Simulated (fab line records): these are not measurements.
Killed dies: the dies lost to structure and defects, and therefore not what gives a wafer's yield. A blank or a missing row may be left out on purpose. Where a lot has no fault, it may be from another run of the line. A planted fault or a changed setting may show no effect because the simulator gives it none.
Which of the tools did it? :: flow nand harc :: Sampling: 7 lots, 21 wafers, 4 of 1302 route steps

WHAT EACH GAUGE READ, for each wafer
NHARC_END_SORT_01.
lot: L790
measured: day 28 03:53
on: prober-01
killed at array: 114 52 123

WHAT TOOL EACH LOT RAN ON (gives the tool, then ch and the chambers of the sampled wafers, and finally the start)
lot: L781
NHARC_A_CONTACT_ETCH_119: har cap etch-03 ch 0,1, day 22 04:28
NHARC_THIN_TSV_PVD_51: pvd sputter-02, day 24 14:58 or earlier
NHARC_THIN_TSV_STRIP_56: plasma asher-01 ch 0,1, day 24 14:58

lot: L790
NHARC_A_CONTACT_ETCH_119: har cap etch-01 ch 0,1, day 25 10:28
NHARC_THIN_TSV_PVD_51: pvd sputter-03, day 27 18:14 or earlier
NHARC_THIN_TSV_STRIP_56: plasma asher-01 ch 0,1, day 27 18:14

lot: L795
NHARC_A_CONTACT_ETCH_119: har cap etch-02 ch 0,1, day 27 09:16
NHARC_THIN_TSV_PVD_51: pvd sputter-03, day 29 18:23 or earlier
NHARC_THIN_TSV_STRIP_56: plasma asher-01 ch 0, day 29 18:23

lot: L799
NHARC_A_CONTACT_ETCH_119: har cap etch-01 ch 0, day 28 18:13
NHARC_THIN_TSV_PVD_51: pvd sputter-02, day 31 03:10 or earlier
NHARC_THIN_TSV_STRIP_56: plasma asher-01 ch 0,1, day 31 03:10

lot: L800
NHARC_A_CONTACT_ETCH_119: har cap etch-01 ch 0,1, day 29 13:07
NHARC_THIN_TSV_PVD_51: pvd sputter-03, day 31 23:04 or earlier
NHARC_THIN_TSV_STRIP_56: plasma asher-02 ch 0,1, day 31 23:04

lot: L801
NHARC_A_CONTACT_ETCH_119: har cap etch-01 ch 0,1, day 29 21:14
NHARC_THIN_TSV_PVD_51: pvd sputter-03, day 32 10:22 or earlier
NHARC_THIN_TSV_STRIP_56: plasma asher-01 ch 0,1, day 32 10:22

lot: L804
NHARC_A_CONTACT_ETCH_119: har cap etch-03 ch 0,1, day 30 14:35
NHARC_THIN_TSV_PVD_51: pvd sputter-02, day 32 21:22 or earlier
NHARC_THIN_TSV_STRIP_56: plasma asher-01 ch 0,1, day 32 21:22
- NHARC_A_CONTACT_ETCH_119: etches the open film in C4F8/O2/Ar, time 190 s, target depth 1850 nm.
- NHARC_THIN_TSV_PVD_51: deposits Cu, target thk 100 nm.
- NHARC_THIN_TSV_STRIP_56: strips in O2.

THE ANSWER, worked out from the rows above alone
Rule: what is usual is taken from the lots themselves. Put in order of their means at a reading, lots are off if they are a third of the lots or fewer, leave a main group of 4 or more, and stand apart from it by a gap of 3 or more times the standard deviation of the main group's means; of several such gaps the widest counts. A main group whose means are all the same, to the digits that the tables above print for the reading, isn't used. A lot without any number at a reading at which 4 lots or more have one is off too. Any other lot the step has rows for is counted as sound.
No lot is off on any of the readings shown, so nothing can be concluded from this.

WHAT WAS PUT IN BY THE SIMULATOR
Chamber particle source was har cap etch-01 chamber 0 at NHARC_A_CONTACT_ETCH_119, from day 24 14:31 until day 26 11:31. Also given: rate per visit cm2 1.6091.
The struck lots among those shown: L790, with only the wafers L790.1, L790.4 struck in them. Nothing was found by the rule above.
